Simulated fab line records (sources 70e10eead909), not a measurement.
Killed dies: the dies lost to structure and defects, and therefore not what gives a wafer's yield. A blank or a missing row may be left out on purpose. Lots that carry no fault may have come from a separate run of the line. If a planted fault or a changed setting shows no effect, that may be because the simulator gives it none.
A struck lot beside a sound one    flow nand harc    14 steps out of a route of 1302
Sound: these wafers, L505.1, L505.3, L505.4. The struck wafers were L502.3, L502.4, L502.5. The cause is given at the end.
Each step with rows lists, per side, the tool, then ch with its chambers, then its first start. Under that, the readings that differ: sound wafers    struck wafers    difference of the means    sigmas: that difference in standard deviations of wafers without a fault.
alike: a reading whose means differ by less than 2 such deviations, as well as words and numbers matching on both sides. not compared: withheld readings; readings where some wafer has no value; bounds like >300 that might hide an equal value; numbers whose values overlap and for which the record gives no deviation.
The two part at a step that has a row with sigmas, a row that says differs or no value, or rows on one side only. Numbers that don't overlap but have no deviation are shown without sigmas and don't part them. Lack of a reading on every wafer of one side parts them only where that side has two or more wafers.

NHARC_A_CONTACT_ETCH_112: etches the open film in C4F8/O2/Ar, time 190 s, target depth 1850 nm.
  sound on har cap etch-01 ch 0,1, day 25 14:09; struck on har cap etch-02 ch 0,1, day 25 08:19
  alike: chamber pressure mTorr, oes air line au
  not compared: rf hours counter h
NHARC_A_CONTACT_ETCH_113: etches the open film in C4F8/O2/Ar, time 190 s, target depth 1850 nm.
  sound on har cap etch-01 ch 0,1, day 25 14:19; struck on har cap etch-02 ch 0,1, day 25 08:29
  alike: chamber pressure mTorr, oes air line au
  not compared: rf hours counter h
then, 4 steps without rows for these wafers: NHARC_A_CONTACT_ETCH_114 (etches the open film in C4F8/O2/Ar, time 190 s, target depth 1850 nm); NHARC_A_CONTACT_ETCH_115 (etches the open film in C4F8/O2/Ar, time 190 s, target depth 1850 nm); NHARC_A_CONTACT_ETCH_116 (etches the open film in C4F8/O2/Ar, time 190 s, target depth 1850 nm); NHARC_A_CONTACT_ETCH_117 (etches the open film in C4F8/O2/Ar, time 190 s, target depth 1850 nm).
NHARC_A_CONTACT_ETCH_118: etches the open film in C4F8/O2/Ar, time 190 s, target depth 1850 nm.
  sound on har cap etch-01 ch 0,1, day 25 15:11; struck on har cap etch-02 ch 0,1, day 25 09:20
  alike: chamber pressure mTorr, oes air line au
  not compared: rf hours counter h
NHARC_A_CONTACT_ETCH_119: etches the open film in C4F8/O2/Ar, time 190 s, target depth 1850 nm.
  sound on har cap etch-01 ch 0,1, day 25 15:21; struck on har cap etch-02 ch 0,1, day 25 09:31
  alike: chamber pressure mTorr, oes air line au
  not compared: rf hours counter h
then, 2 steps without rows for these wafers: NHARC_A_CONTACT_ETCH_120 (etches the open film in C4F8/O2/Ar, time 190 s, target depth 1850 nm); NHARC_A_CONTACT_ETCH_121 (etches the open film in C4F8/O2/Ar, time 190 s, target depth 1850 nm).
NHARC_A_CONTACT_ETCH_122: etches the open film in C4F8/O2/Ar, time 190 s, target depth 1850 nm.
  sound on har cap etch-01 ch 0,1, day 25 15:52; struck on har cap etch-02 ch 0,1, day 25 10:02
  alike: chamber pressure mTorr, oes air line au
  not compared: rf hours counter h
then, 1 step without rows for these wafers: NHARC_A_CONTACT_ETCH_123 (etches the open film in C4F8/O2/Ar, time 490 s, target depth 2110 nm).
NHARC_A_CONTACT_ETCH_90: etches the open film in CH3F/O2, target depth 40 nm, time 85.7 s.
  sound on rie diel-08 ch 0,1,2, day 25 17:01; struck on rie diel-12 ch 0,1, day 25 11:08
  no value came back on the struck wafers for any of 10 readings (bias w (W), ch3f flow sccm (sccm) and others); on the sound wafers bias w (W) reads 99.83 100.15 100.20
then, 1 step without rows for these wafers: NHARC_A_CONTACT_ETCH_96 (etches the open film in C4F6/O2, target depth 20 nm, time 10 s).

WHERE THEY PART
At NHARC_A_CONTACT_ETCH_90 and nowhere else, as far as this record goes.

WHY: the cause the simulator had injected
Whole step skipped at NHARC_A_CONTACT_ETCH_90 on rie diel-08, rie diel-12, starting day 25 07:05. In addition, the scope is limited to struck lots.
